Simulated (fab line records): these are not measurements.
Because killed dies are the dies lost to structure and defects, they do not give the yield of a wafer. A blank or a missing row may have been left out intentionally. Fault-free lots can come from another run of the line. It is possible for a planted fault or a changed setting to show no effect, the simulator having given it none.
fab line records ; flow n5Finfet
record: lots: 7; wafers: 21
route steps=1938 shown ZERO_LAYER@4 WELL_APT@39 FIN_SAQP@96
startH: hours from the record's first day to the start of the lot's first wafer shown ; waitH: time in hours since the lot's previous step ; " the same as in the row above ; L1.1+2: several wafers, shown together as one row ; - either no value or no given start ; * or withheld: withheld ; < > ~ a bound
route shown NAME@n: NAME is a module with steps in the file, n the number in the route of the first one ; usual: mean/standard deviation of fault-free wafers ; same: alike in all rows ; chamber/n: place in a boat ; sites: the reading at each site ; _std_site: how widely they spread, as a standard deviation ; _edge_site: outer sites' mean less inner sites' ; radiusMm: for every site, how far away it sits from the centre of the wafer ; mask NAME#n: copy n ; behind: the last tool/chamber to shape the wafer ; hold: the reason the lot was held/the length of the hold in hours/how it ended ; device: the n, p or np transistor that did not switch ; end of line: tests of these same wafers at the route's end ; step lacking rows: just its recipe ; killed: at the first sort, the dies lost to defects and structure; wafer yield is something else ; map: a wafer's dies, x killed, . not, _ none there
set.NAME: the run value of the setting; set.NAME@STEP: its run value at that earlier step ; model.NAME: the simulator's own value behind a step, which no gauge read
lots whose settings were changed on purpose; a table a step, a row a wafer
== steps ==
step: N5_ZERO_LAYER_PECVD_02
recipe: material: SiO2; targetThkA: 100; tempC: 400; precursor: SiH4/N2O; pressureTorr: 0.75; rfW: 275; timeS: 6
lot.wafer;tool;chamber;startH;waitH;set.timeS;model.SiO2_of_ZERO_LAYER_PECVD_02.thkNm
L074.1;pecvd-01;0;12.28;0.0;6;10.1
L074.4;pecvd-01;0;12.28;0.0;6;10.29
L074.5;pecvd-01;2;12.28;0.0;5.505;9.16
L076.1;pecvd-02;0;24.30;0.0;6;10.12
L076.2;pecvd-02;1;24.30;0.0;6;9.904
L076.3;pecvd-02;2;24.30;0.0;6;9.876
L077.1;pecvd-01;1;30.28;0.0;5.684;9.427
L077.3;pecvd-01;2;30.28;0.0;6;9.849
L077.6;pecvd-01;1;30.28;0.0;6;10.12
L078.2;pecvd-02;0;36.28;0.0;6;10.1
L078.3;pecvd-02;2;36.28;0.0;5.651;9.434
L078.6;pecvd-02;2;36.28;0.0;6;10.18
L081.1;pecvd-01;0;54.29;0.0;6.63;11.29
L081.3;pecvd-01;2;54.29;0.0;6;10.2
L081.4;pecvd-01;0;54.29;0.0;6;10.44
L085.1;pecvd-01;2;78.28;0.0;5.717;9.458
L085.4;pecvd-01;0;78.28;0.0;5.717;9.94
L085.5;pecvd-01;0;78.28;0.0;6;10.37
L088.1;pecvd-03;2;96.28;0.0;6.862;11.4
L088.2;pecvd-03;1;96.28;0.0;6.862;11.42
L088.3;pecvd-03;0;96.28;0.0;6;9.897
step: N5_ZERO_LAYER_COAT_05
recipe: spinRpm: 1500; resistThkNm: 1000
lot.wafer;tool;chamber;startH;waitH;set.spinRpm;model.coat_of_ZERO_LAYER_COAT_05.thkNm
L074.1;lithoTrack-01;0;-;-;1500;998
L074.4;lithoTrack-01;0;-;-;1500;1000
L074.5;lithoTrack-01;0;-;-;1500;1001
L076.1+3;lithoTrack-04;0;-;-;1500;1004
L076.2;lithoTrack-04;0;-;-;1500;1002
L077.1;lithoTrack-01;0;-;-;1387;1040
L077.3;lithoTrack-01;0;-;-;1387;1042
L077.6;lithoTrack-01;0;-;-;1500;996
L078.2;lithoTrack-01;0;-;-;1500;1008
L078.3;lithoTrack-01;0;-;-;1611;969.6
L078.6;lithoTrack-01;0;-;-;1500;1005
L081.1+4;lithoTrack-03;0;-;-;1500;1000
L081.3;lithoTrack-03;0;-;-;1500;1003
L085.1;lithoTrack-01;0;-;-;1500;1005
L085.4;lithoTrack-01;0;-;-;1500;1006
L085.5;lithoTrack-01;0;-;-;1500;1008
L088.1;lithoTrack-04;0;-;-;1500;999.2
L088.2;lithoTrack-04;0;-;-;1608;966.6
L088.3;lithoTrack-04;0;-;-;1608;965.1
step: N5_ZERO_LAYER_EBR_07
recipe: solvent: PGMEA; ebrWidthMm: 1.5
step: N5_ZERO_LAYER_SOFTBAKE_06
recipe: tempC: 100; timeS: 90
step: N5_ZERO_LAYER_ETCH_17
recipe: chemistry: CF4; target: SiO2; targetDepthA: 120; timeS: 13.3; ionEnergyEv: 350; pressureMtorr: 40; sourceW: 450; biasW: 215; Ar_flow_sccm: 100; cf4FlowSccm: 100
step: N5_ZERO_LAYER_ETCH_18
recipe: chemistry: HBr/Cl2; target: Si; targetDepthA: 1200; timeS: 40; pressureMtorr: 10; icpW: 800; biasW: 75; HBr_flow_sccm: 150; Cl2_flow_sccm: 80
step: N5_ZERO_LAYER_STRIP_24
recipe: chemistry: O2; powerW: 1000; tempC: 250; overashFraction: 0.3; pressureMtorr: 1000; o2FlowSccm: 6750
usual: stripTimeToEndpointS: 43.91/0.091
lot.wafer;tool;chamber;startH;waitH;set.spinRpm@ZERO_LAYER_COAT_05;stripTimeToEndpointS
L074.1;plasmaAsher-01;1;13.00;0.1;1500;43.79
L074.4;plasmaAsher-01;1;13.00;0.1;1500;43.84
L074.5;plasmaAsher-01;1;13.00;0.1;1500;43.88
L076.1;plasmaAsher-02;1;24.91;0.1;1500;43.98
L076.2;plasmaAsher-02;0;24.91;0.1;1500;43.93
L076.3;plasmaAsher-02;0;24.91;0.1;1500;43.99
L077.1;plasmaAsher-01;0;31.02;0.1;1387;45.06
L077.3;plasmaAsher-01;1;31.02;0.1;1387;45.07
L077.6;plasmaAsher-01;1;31.02;0.1;1500;43.69
L078.2;plasmaAsher-01;0;37.00;0.1;1500;44.05
L078.3;plasmaAsher-01;1;37.00;0.1;1611;42.95
L078.6;plasmaAsher-01;1;37.00;0.1;1500;43.98
L081.1;plasmaAsher-02;1;55.02;0.1;1500;43.85
L081.3;plasmaAsher-02;0;55.02;0.1;1500;43.96
L081.4;plasmaAsher-02;1;55.02;0.1;1500;43.82
L085.1;plasmaAsher-02;0;79.10;0.1;1500;44.05
L085.4;plasmaAsher-02;0;79.10;0.1;1500;44.05
L085.5;plasmaAsher-02;1;79.10;0.1;1500;44.06
L088.1;plasmaAsher-02;0;96.89;0.1;1500;43.85
L088.2;plasmaAsher-02;1;96.89;0.1;1608;42.86
L088.3;plasmaAsher-02;0;96.89;0.1;1608;42.83
step: N5_WELL_APT_EXPOSE_22
recipe: maskId: PWELL; na: 0.8; sourceShape: conventional; sigmaOuter: 0.8; polarization: unpolarized; defocusNm: 0; targetCdNm: 200; doseMj: 23.2
lot.wafer;tool;chamber;startH;waitH;mask;set.doseMj
L074.1+4+5;krfScanner-02;0;14.88;-;PWELL#0;23.64
L076.1+2+3;krfScanner-01;0;26.55;-;PWELL#0;23.2
L077.1+3;krfScanner-02;0;32.79;-;PWELL#0;23.2
L077.6;krfScanner-02;0;32.79;-;PWELL#0;24.88
L078.2+3;krfScanner-02;0;38.74;-;PWELL#0;23.2
L078.6;krfScanner-02;0;38.74;-;PWELL#0;21.91
L081.1+3+4;krfScanner-02;0;56.88;-;PWELL#0;23.2
L085.1+4+5;krfScanner-02;0;81.04;-;PWELL#0;23.2
L088.1+2+3;krfScanner-01;0;99.03;-;PWELL#0;23.2
step: N5_WELL_APT_PEB_23
recipe: pebTempC: 130; pebTimeS: 90
lot.wafer;tool;chamber;startH;waitH;set.pebTempC
L074.1+4;lithoTrack-05;0;14.94;0.1;132.5
L074.5;lithoTrack-05;0;14.94;0.1;130
L076.1+2+3;lithoTrack-05;0;26.60;0.1;130
L077.1+3+6;lithoTrack-02;0;32.85;0.1;127.9
L078.2;lithoTrack-02;0;38.79;0.0;131.4
L078.3+6;lithoTrack-02;0;38.79;0.0;130
L081.1;lithoTrack-01;0;56.94;0.1;130
L081.3+4;lithoTrack-01;0;56.94;0.1;127.5
L085.1+5;lithoTrack-05;0;81.10;0.1;126.8
L085.4;lithoTrack-05;0;81.10;0.1;130
L088.1+2;lithoTrack-01;0;99.09;0.1;130
L088.3;lithoTrack-01;0;99.09;0.1;128
step: N5_WELL_APT_DEVELOP_24
recipe: developTimeS: 45; rinseLiquid: surfactantRinse; dry: airSpin; devTempC: 21
step: N5_WELL_APT_HARDBAKE_29
recipe: tempC: 130; timeS: 120
step: N5_WELL_APT_CD_MEAS_25
recipe: targetCdNm: 200; landingEnergyEv: 500; detector: seInlens
usual: cdNm: 200.5/2
lot.wafer;tool;chamber;startH;waitH;set.doseMj@WELL_APT_EXPOSE_22;set.pebTempC@WELL_APT_PEB_23;cdNm
L074.1;cdSem-01;0;15.06;-;23.64;132.5;216.7
L074.4;cdSem-01;0;15.06;-;23.64;132.5;215.6
L074.5;cdSem-01;0;15.06;-;23.64;130;203.0
L076.1;cdSem-01;0;26.72;-;23.2;130;198.6
L076.2;cdSem-01;0;26.72;-;23.2;130;198.6
L076.3;cdSem-01;0;26.72;-;23.2;130;202.0
L077.1;cdSem-01;0;32.97;-;23.2;127.9;190.5
L077.3;cdSem-01;0;32.97;-;23.2;127.9;188.2
L077.6;cdSem-01;0;32.97;-;24.88;127.9;201.7
L078.2;cdSem-03;0;38.91;-;23.2;131.4;211.6
L078.3;cdSem-03;0;38.91;-;23.2;130;206.0
L078.6;cdSem-03;0;38.91;-;21.91;130;193.6
L081.1;cdSem-01;0;57.06;-;23.2;130;200.1
L081.3;cdSem-01;0;57.06;-;23.2;127.5;183.4
L081.4;cdSem-01;0;57.06;-;23.2;127.5;184.0
L085.1;cdSem-03;0;81.21;-;23.2;126.8;180.5
L085.4;cdSem-03;0;81.21;-;23.2;130;198.5
L085.5;cdSem-03;0;81.21;-;23.2;126.8;180.8
L088.1;cdSem-01;0;99.21;-;23.2;130;198.3
L088.2;cdSem-01;0;99.21;-;23.2;130;200.3
L088.3;cdSem-01;0;99.21;-;23.2;128;185.7
step: N5_WELL_APT_DESCUM_30
recipe: chemistry: O2; timeS: 7.9; sourcePowerW: 50; biasPowerW: 20; pressureMtorr: 20; rfFrequencyHz: 2.712e+07; tempC: 40; o2FlowSccm: 225
lot.wafer;tool;chamber;startH;waitH;set.doseMj@WELL_APT_EXPOSE_22;set.pebTempC@WELL_APT_PEB_23;model.WELL_APT.cdNm
L074.1;rieDiel-01;0;15.20;0.1;23.64;132.5;216.8
L074.4;rieDiel-01;3;15.20;0.1;23.64;132.5;215.5
L074.5;rieDiel-01;0;15.20;0.1;23.64;130;202.6
L076.1+2;rieDiel-01;1,3;26.81;0.0;23.2;130;198.5
L076.3;rieDiel-01;0;26.81;0.0;23.2;130;202.1
L077.1;rieDiel-03;2;33.05;0.0;23.2;127.9;190.4
L077.3;rieDiel-03;3;33.05;0.0;23.2;127.9;188.3
L077.6;rieDiel-03;2;33.05;0.0;24.88;127.9;201.5
L078.2;rieDiel-01;0;38.99;0.0;23.2;131.4;211.6
L078.3;rieDiel-01;2;38.99;0.0;23.2;130;206
L078.6;rieDiel-01;0;38.99;0.0;21.91;130;193.7
L081.1;rieDiel-06;2;57.14;0.0;23.2;130;200.1
L081.3;rieDiel-06;0;57.14;0.0;23.2;127.5;183
L081.4;rieDiel-06;3;57.14;0.0;23.2;127.5;183.8
L085.1;rieDiel-06;0;81.30;0.0;23.2;126.8;180.3
L085.4;rieDiel-06;1;81.30;0.0;23.2;130;198.2
L085.5;rieDiel-06;2;81.30;0.0;23.2;126.8;181
L088.1;rieDiel-01;2;99.30;0.0;23.2;130;198.4
L088.2;rieDiel-01;3;99.30;0.0;23.2;130;200
L088.3;rieDiel-01;1;99.30;0.0;23.2;128;185.5
step: N5_FIN_SAQP_HM_DEP_03
recipe: material: SiNx; targetThkA: 380; tempC: 400; precursor: SiH4/NH3/N2; pressureTorr: 1.5; rfW: 300; timeS: 33.6
lot.wafer;tool;chamber;startH;waitH;set.timeS;model.SiNx_of_FIN_SAQP_HM_DEP_03.thkNm
L074.1;pecvd-04;2;21.19;0.2;33.6;37.65
L074.4;pecvd-04;1;21.19;0.2;33.6;38.43
L074.5;pecvd-04;2;21.19;0.2;33.6;38.1
L076.1;pecvd-01;0;32.54;0.2;33.6;38.18
L076.2;pecvd-01;2;32.54;0.2;33.6;37.56
L076.3;pecvd-01;1;32.54;0.2;33.6;38.4
L077.1;pecvd-04;0;39.27;0.2;33.6;37.63
L077.3;pecvd-04;2;39.27;0.2;31.4;35.2
L077.6;pecvd-04;2;39.27;0.2;31.4;36.23
L078.2;pecvd-01;2;45.66;0.2;33.6;36.48
L078.3;pecvd-01;0;45.66;0.2;33.6;37.36
L078.6;pecvd-01;2;45.66;0.2;31.17;34.21
L081.1;pecvd-01;0;63.01;0.2;28.71;32.76
L081.3;pecvd-01;2;63.01;0.2;33.6;37.2
L081.4;pecvd-01;2;63.01;0.2;28.71;32.3
L085.1;pecvd-01;1;86.73;0.2;33.6;37.77
L085.4;pecvd-01;0;86.73;0.2;33.6;38.77
L085.5;pecvd-01;1;86.73;0.2;33.6;38.74
L088.1;pecvd-04;2;105.63;0.2;36.05;41.34
L088.2;pecvd-04;1;105.63;0.2;36.05;40.95
L088.3;pecvd-04;0;105.63;0.2;36.05;40.71
step: N5_FIN_SAQP_THK_MEAS_05
usual: thkNm: 38.1/0.52
lot.wafer;tool;chamber;startH;waitH;set.timeS@FIN_SAQP_HM_DEP_03;thkNm
L074.1;filmMetro-02;-;21.27;0.1;33.6;37.6
L074.4;filmMetro-02;-;21.27;0.1;33.6;38.4
L074.5;filmMetro-02;-;21.27;0.1;33.6;38.1
L076.1;filmMetro-01;-;32.63;0.1;33.6;38.2
L076.2;filmMetro-01;-;32.63;0.1;33.6;37.5
L076.3;filmMetro-01;-;32.63;0.1;33.6;38.4
L077.1;filmMetro-02;-;39.36;0.1;33.6;37.6
L077.3;filmMetro-02;-;39.36;0.1;31.4;35.2
L077.6;filmMetro-02;-;39.36;0.1;31.4;36.3
L078.2;filmMetro-01;-;45.75;0.1;33.6;36.5
L078.3;filmMetro-01;-;45.75;0.1;33.6;37.4
L078.6;filmMetro-01;-;45.75;0.1;31.17;34.2
L081.1;filmMetro-02;-;63.10;0.1;28.71;32.7
L081.3;filmMetro-02;-;63.10;0.1;33.6;37.2
L081.4;filmMetro-02;-;63.10;0.1;28.71;32.3
L085.1;filmMetro-02;-;86.81;0.1;33.6;37.8
L085.4;filmMetro-02;-;86.81;0.1;33.6;38.8
L085.5;filmMetro-02;-;86.81;0.1;33.6;38.7
L088.1;filmMetro-02;-;105.72;0.1;36.05;41.3
L088.2;filmMetro-02;-;105.72;0.1;36.05;41.0
L088.3;filmMetro-02;-;105.72;0.1;36.05;40.8
step: N5_FIN_SAQP_PECVD_47
recipe: material: a-Si; targetThkA: 450; tempC: 400; precursor: SiH4/He; pressureTorr: 3; rfW: 100; timeS: 36.3
lot.wafer;tool;chamber;startH;waitH;set.timeS;model.a-Si_of_FIN_SAQP_PECVD_47.thkNm
L074.1;pecvd-03;1;21.31;0.0;36.3;44.37
L074.4;pecvd-03;0;21.31;0.0;36.3;44.73
L074.5;pecvd-03;1;21.31;0.0;41.56;51.62
L076.1;pecvd-04;1;32.67;0.0;36.3;44.62
L076.2;pecvd-04;0;32.67;0.0;36.3;44.48
L076.3;pecvd-04;2;32.67;0.0;36.3;43.54
L077.1;pecvd-01;2;39.40;0.0;36.3;43.53
L077.3;pecvd-01;1;39.40;0.0;34.41;42.24
L077.6;pecvd-01;1;39.40;0.0;34.41;43.23
L078.2;pecvd-04;0;45.79;0.0;36.3;45.06
L078.3;pecvd-04;2;45.79;0.0;36.3;44.43
L078.6;pecvd-04;1;45.79;0.0;36.3;45.47
L081.1;pecvd-04;0;63.14;0.0;36.3;45.01
L081.3;pecvd-04;1;63.14;0.0;36.3;44.25
L081.4;pecvd-04;1;63.14;0.0;36.3;44.82
L085.1;pecvd-04;0;86.85;0.0;36.3;45.2
L085.4;pecvd-04;0;86.85;0.0;36.3;46.05
L085.5;pecvd-04;2;86.85;0.0;36.3;45.74
L088.1;pecvd-03;2;105.75;0.0;36.3;44.4
L088.2;pecvd-03;0;105.75;0.0;34.27;41.49
L088.3;pecvd-03;1;105.75;0.0;34.27;41.68
step: N5_FIN_SAQP_PECVD_48
recipe: material: SiNx; targetThkA: 250; tempC: 400; precursor: SiH4/NH3/N2; pressureTorr: 1.5; rfW: 300; timeS: 22.1
step: N5_FIN_SAQP_PECVD_06
recipe: material: a-Si; targetThkA: 600; tempC: 400; precursor: SiH4/He; pressureTorr: 3; rfW: 100; timeS: 48.1
step: N5_FIN_SAQP_ETCH_57
recipe: chemistry: CH3F/O2; target: SiNx; maskMaterial: SiO2; targetDepthA: 325; timeS: 46.4; pressureMtorr: 30; sourceW: 395; biasW: 73; Ar_flow_sccm: 150; CH3F_flow_sccm: 30; O2_flow_sccm: 20; ionEnergyEv: 120; ends: cleared
step: N5_FIN_SAQP_ETCH_65
recipe: chemistry: CF4; target: SiO2; targetDepthA: 40; ionEnergyEv: 350; timeS: 4.4; pressureMtorr: 10; icpW: 800; biasW: 400; cf4FlowSccm: 80
step: N5_FIN_SAQP_MANDREL_ETCH_58
recipe: chemistry: HBr/Cl2; target: a-Si; targetDepthA: 450; btTimeS: 10; stopOn: SiNx; maskMaterial: SiO2; overEtchFrac: 0.8; timeS: 27; pressureMtorr: 10; icpW: 800; biasW: 75; HBr_flow_sccm: 150; Cl2_flow_sccm: 80; ends: endPoint
lot.wafer;tool;chamber;startH;waitH;set.timeS@FIN_SAQP_PECVD_47;model.etch.depthNm
L074.1;rieSi-06;2;24.31;0.0;36.3;44.37
L074.4;rieSi-06;1;24.31;0.0;36.3;44.73
L074.5;rieSi-06;0;24.31;0.0;41.56;51.62
L076.1;rieSi-06;0;35.77;0.0;36.3;44.62
L076.2;rieSi-06;2;35.77;0.0;36.3;44.48
L076.3;rieSi-06;3;35.77;0.0;36.3;43.54
L077.1;rieSi-06;0;42.43;0.0;36.3;43.53
L077.3;rieSi-06;1;42.43;0.0;34.41;42.24
L077.6;rieSi-06;3;42.43;0.0;34.41;43.23
L078.2;rieSi-04;1;49.18;0.0;36.3;45.06
L078.3;rieSi-04;2;49.18;0.0;36.3;44.43
L078.6;rieSi-04;0;49.18;0.0;36.3;45.47
L081.1;rieSi-06;0;66.35;0.0;36.3;45.01
L081.3;rieSi-06;1;66.35;0.0;36.3;44.25
L081.4;rieSi-06;2;66.35;0.0;36.3;44.82
L085.1;rieSi-04;2;90.63;0.0;36.3;45.2
L085.4;rieSi-04;1;90.63;0.0;36.3;46.05
L085.5;rieSi-04;2;90.63;0.0;36.3;45.74
L088.1;rieSi-06;0;109.11;0.0;36.3;44.4
L088.2;rieSi-06;1;109.11;0.0;34.27;41.49
L088.3;rieSi-06;3;109.11;0.0;34.27;41.68
step: N5_FIN_SAQP_RECESS_63
recipe: chemistry: HF/NH3; target: SiO2; targetDepthA: 180; afsCycles: 3; tempC: 30; sublimationTempC: 180; sublimationTimeS: 60
step: N5_FIN_SAQP_COAT_68
recipe: resist: SOC; tempC: 250; timeS: 60; spinRpm: 1500; resistThkNm: 100
step: N5_FIN_SAQP_MANDREL2_REMOVE_60
recipe: chemistry: HBr/Cl2/O2; btTimeS: 10; target: a-Si; stopOn: SiNx; endpoint: OES-SiCl; overEtchFrac: 1; icpW: 600; biasW: 22; HBr_flow_sccm: 150; Cl2_flow_sccm: 80; O2_flow_sccm: 5; pressureMtorr: 10
step: N5_FIN_SAQP_HM_OPEN_33
recipe: chemistry: CH3F/O2; target: SiNx; maskMaterial: SiO2; targetDepthA: 494; timeS: 70.6; pressureMtorr: 30; sourceW: 395; biasW: 73; Ar_flow_sccm: 150; CH3F_flow_sccm: 30; O2_flow_sccm: 20; ionEnergyEv: 120; ends: cleared
lot.wafer;tool;chamber;startH;waitH;set.timeS@FIN_SAQP_HM_DEP_03;model.etch.depthNm
L074.1;rieDiel-06;2;25.88;0.0;33.6;37.02
L074.4;rieDiel-06;0;25.88;0.0;33.6;37.8
L074.5;rieDiel-06;0;25.88;0.0;33.6;37.47
L076.1;rieDiel-01;2;37.19;0.0;33.6;37.55
L076.2;rieDiel-01;3;37.19;0.0;33.6;36.93
L076.3;rieDiel-01;1;37.19;0.0;33.6;37.57
L077.1;rieDiel-03;3;44.09;0.2;33.6;37
L077.3;rieDiel-03;2;44.09;0.2;31.4;34.57
L077.6;rieDiel-03;0;44.09;0.2;31.4;35.41
L078.2;rieDiel-01;3;50.59;0.0;33.6;35.86
L078.3;rieDiel-01;1;50.59;0.0;33.6;36.55
L078.6;rieDiel-01;3;50.59;0.0;31.17;33.58
L081.1;rieDiel-03;1;67.81;0.1;28.71;32.12
L081.3;rieDiel-03;3;67.81;0.1;33.6;36.57
L081.4;rieDiel-03;2;67.81;0.1;28.71;31.67
L085.1;rieDiel-03;0;93.01;0.0;33.6;36.96
L085.4;rieDiel-03;1;93.01;0.0;33.6;38.14
L085.5;rieDiel-03;2;93.01;0.0;33.6;37.93
L088.1;rieDiel-06;2;110.68;0.1;36.05;40.7
L088.2;rieDiel-06;3;110.68;0.1;36.05;40.32
L088.3;rieDiel-06;0;110.68;0.1;36.05;39.89
step: N5_FIN_SAQP_ETCH_34
recipe: chemistry: C4F6/O2; target: SiO2; targetDepthA: 450; timeS: 15; ionEnergyEv: 250; pressureMtorr: 30; sourceW: 345; biasW: 185; Ar_flow_sccm: 300; C4F6_flow_sccm: 10; O2_flow_sccm: 10; ends: cleared
step: N5_FIN_SAQP_STRIP_77
recipe: chemistry: N2/H2; timeS: 90; powerW: 100; tempC: 40; pressureMtorr: 100; rfFrequencyHz: 6e+07; biasPowerW: 3; n2FlowSccm: 300; h2FlowSccm: 300
step: N5_FIN_SAQP_ETCH_64
recipe: chemistry: CF4; target: SiO2; targetDepthA: 15; ionEnergyEv: 350; pressureMtorr: 10; icpW: 800; biasW: 400; cf4FlowSccm: 80
lot.wafer;tool;chamber;startH;waitH;set.timeS@FIN_SAQP_HM_DEP_03;model.SiNx_of_FIN_SAQP_HM_DEP_03.thkNm
L074.1;rieSi-06;0;26.15;0.0;33.6;32.4
L074.4;rieSi-06;1;26.15;0.0;33.6;33
L074.5;rieSi-06;2;26.15;0.0;33.6;32.6
L076.1+3;rieSi-06;2,0;37.46;0.0;33.6;32.8
L076.2;rieSi-06;1;37.46;0.0;33.6;32.2
L077.1;rieSi-01;0;44.35;0.0;33.6;32.2
L077.3;rieSi-01;3;44.35;0.0;31.4;29.8
L077.6;rieSi-01;1;44.35;0.0;31.4;30.6
L078.2;rieSi-01;2;50.85;0.0;33.6;31
L078.3;rieSi-01;1;50.85;0.0;33.6;31.8
L078.6;rieSi-01;2;50.85;0.0;31.17;28.8
L081.1;rieSi-06;1;68.08;0.0;28.71;27.4
L081.3;rieSi-06;3;68.08;0.0;33.6;31.6
L081.4;rieSi-06;0;68.08;0.0;28.71;26.8
L085.1;rieSi-01;3;93.27;0.0;33.6;32.2
L085.4;rieSi-01;2;93.27;0.0;33.6;33.2
L085.5;rieSi-01;2;93.27;0.0;33.6;33
L088.1;rieSi-01;3;110.95;0.0;36.05;36
L088.2;rieSi-01;2;110.95;0.0;36.05;35.4
L088.3;rieSi-01;1;110.95;0.0;36.05;35
step: N5_FIN_SAQP_FIN_ETCH_36
recipe: chemistry: HBr/Cl2/O2; targetDepthA: 1200; maskMaterial: SiNx; timeS: 50.4; biasW: 102; pressureMtorr: 10; icpW: 800; HBr_flow_sccm: 150; Cl2_flow_sccm: 80; O2_flow_sccm: 12
lot.wafer;tool;chamber;startH;waitH;set.timeS@FIN_SAQP_HM_DEP_03;model.SiNx_of_FIN_SAQP_HM_DEP_03.thkNm
L074.1;rieSi-06;0;26.17;0.0;33.6;21
L074.4;rieSi-06;1;26.17;0.0;33.6;21.8
L074.5;rieSi-06;2;26.17;0.0;33.6;21.6
L076.1;rieSi-06;2;37.48;0.0;33.6;21.8
L076.2;rieSi-06;1;37.48;0.0;33.6;20.8
L076.3;rieSi-06;0;37.48;0.0;33.6;21.6
L077.1;rieSi-01;0;44.37;0.0;33.6;20.8
L077.3;rieSi-01;3;44.37;0.0;31.4;18.6
L077.6;rieSi-01;1;44.37;0.0;31.4;19.4
L078.2;rieSi-01;2;50.87;0.0;33.6;19.6
L078.3;rieSi-01;1;50.87;0.0;33.6;20.4
L078.6;rieSi-01;2;50.87;0.0;31.17;17.2
L081.1;rieSi-06;1;68.10;0.0;28.71;16
L081.3;rieSi-06;3;68.10;0.0;33.6;19.4
L081.4;rieSi-06;0;68.10;0.0;28.71;15.6
L085.1;rieSi-01;3;93.29;0.0;33.6;21
L085.4;rieSi-01;2;93.29;0.0;33.6;21.8
L085.5;rieSi-01;2;93.29;0.0;33.6;21.4
L088.1;rieSi-01;3;110.97;0.0;36.05;24.6
L088.2+3;rieSi-01;2,1;110.97;0.0;36.05;23.8
step: N5_FIN_SAQP_PRECLEAN_38
recipe: chemistry: O3/DIW; timeS: 45; tempC: 22; o3Ppm: 10
step: N5_FIN_SAQP_PRECLEAN_45
recipe: chemistry: dHF; timeS: 10; dilution: 500:1; tempC: 25
lot.wafer;tool;chamber;startH;waitH;set.timeS@FIN_SAQP_HM_DEP_03;model.SiNx_of_FIN_SAQP_HM_DEP_03.thkNm
L074.1;wetBench-01;4;26.34;0.0;33.6;21
L074.4;wetBench-01;2;26.34;0.0;33.6;21.6
L074.5;wetBench-01;6;26.34;0.0;33.6;21.4
L076.1+3;wetBench-01;2,7;37.65;0.0;33.6;21.6
L076.2;wetBench-01;0;37.65;0.0;33.6;20.8
L077.1;wetBench-05;4;44.55;0.0;33.6;20.6
L077.3;wetBench-05;0;44.55;0.0;31.4;18.4
L077.6;wetBench-05;3;44.55;0.0;31.4;19.4
L078.2;wetBench-05;5;51.05;0.0;33.6;19.4
L078.3;wetBench-05;1;51.05;0.0;33.6;20.4
L078.6;wetBench-05;3;51.05;0.0;31.17;17.2
L081.1;wetBench-05;5;68.28;0.0;28.71;16
L081.3;wetBench-05;2;68.28;0.0;33.6;19.2
L081.4;wetBench-05;0;68.28;0.0;28.71;15.6
L085.1;wetBench-01;4;93.47;0.0;33.6;20.8
L085.4;wetBench-01;3;93.47;0.0;33.6;21.6
L085.5;wetBench-01;5;93.47;0.0;33.6;21.4
L088.1;wetBench-01;2;111.14;0.0;36.05;24.6
L088.2;wetBench-01;0;111.14;0.0;36.05;23.8
L088.3;wetBench-01;3;111.14;0.0;36.05;23.6
== key ==
split: step: N5_ZERO_LAYER_PECVD_02; setting: timeS; stated: 6; by: wafer
response: step: N5_ZERO_LAYER_PECVD_02; reading: model.SiO2_of_ZERO_LAYER_PECVD_02.thkNm; change: +0.108; per: 1%; r: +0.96
split: step: N5_ZERO_LAYER_COAT_05; setting: spinRpm; stated: 1500; by: wafer
response: step: N5_ZERO_LAYER_COAT_05; reading: model.coat_of_ZERO_LAYER_COAT_05.thkNm; change: -5.22; per: 1%; r: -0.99
response: step: N5_ZERO_LAYER_STRIP_24; reading: stripTimeToEndpointS; change: *; per: 1%; r: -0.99
split: step: N5_WELL_APT_EXPOSE_22; setting: doseMj; stated: 23.2; by: wafer
response: step: N5_WELL_APT_CD_MEAS_25; reading: cdNm; slope: +1.81; per: 1%; togetherWith: pebTempC@WELL_APT_PEB_23; explained: 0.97
response: step: N5_WELL_APT_DESCUM_30; reading: model.WELL_APT.cdNm; slope: +1.78; per: 1%; togetherWith: pebTempC@WELL_APT_PEB_23; explained: 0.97
split: step: N5_WELL_APT_PEB_23; setting: pebTempC; stated: 130; by: wafer
response: step: N5_WELL_APT_CD_MEAS_25; reading: cdNm; change: +7.9; per: 1%; r: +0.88
response: step: N5_WELL_APT_DESCUM_30; reading: model.WELL_APT.cdNm; change: +7.96; per: 1%; r: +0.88
split: step: N5_FIN_SAQP_HM_DEP_03; setting: timeS; stated: 33.6; by: wafer
response: step: N5_FIN_SAQP_HM_DEP_03; reading: model.SiNx_of_FIN_SAQP_HM_DEP_03.thkNm; change: +0.326; per: 1%; r: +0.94
response: step: N5_FIN_SAQP_THK_MEAS_05; reading: thkNm; change: *; per: 1%; r: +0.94
response: step: N5_FIN_SAQP_HM_OPEN_33; reading: model.etch.depthNm; change: +0.326; per: 1%; r: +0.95
response: step: N5_FIN_SAQP_ETCH_64; reading: model.SiNx_of_FIN_SAQP_HM_DEP_03.thkNm; change: +0.317; per: 1%; r: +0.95
response: step: N5_FIN_SAQP_FIN_ETCH_36; reading: model.SiNx_of_FIN_SAQP_HM_DEP_03.thkNm; change: +0.275; per: 1%; r: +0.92
response: step: N5_FIN_SAQP_PRECLEAN_45; reading: model.SiNx_of_FIN_SAQP_HM_DEP_03.thkNm; change: +0.261; per: 1%; r: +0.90
split: step: N5_FIN_SAQP_PECVD_47; setting: timeS; stated: 36.3; by: wafer
response: step: N5_FIN_SAQP_PECVD_47; reading: model.a-Si_of_FIN_SAQP_PECVD_47.thkNm; change: +0.456; per: 1%; r: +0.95
response: step: N5_FIN_SAQP_MANDREL_ETCH_58; reading: model.etch.depthNm; change: +0.456; per: 1%; r: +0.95
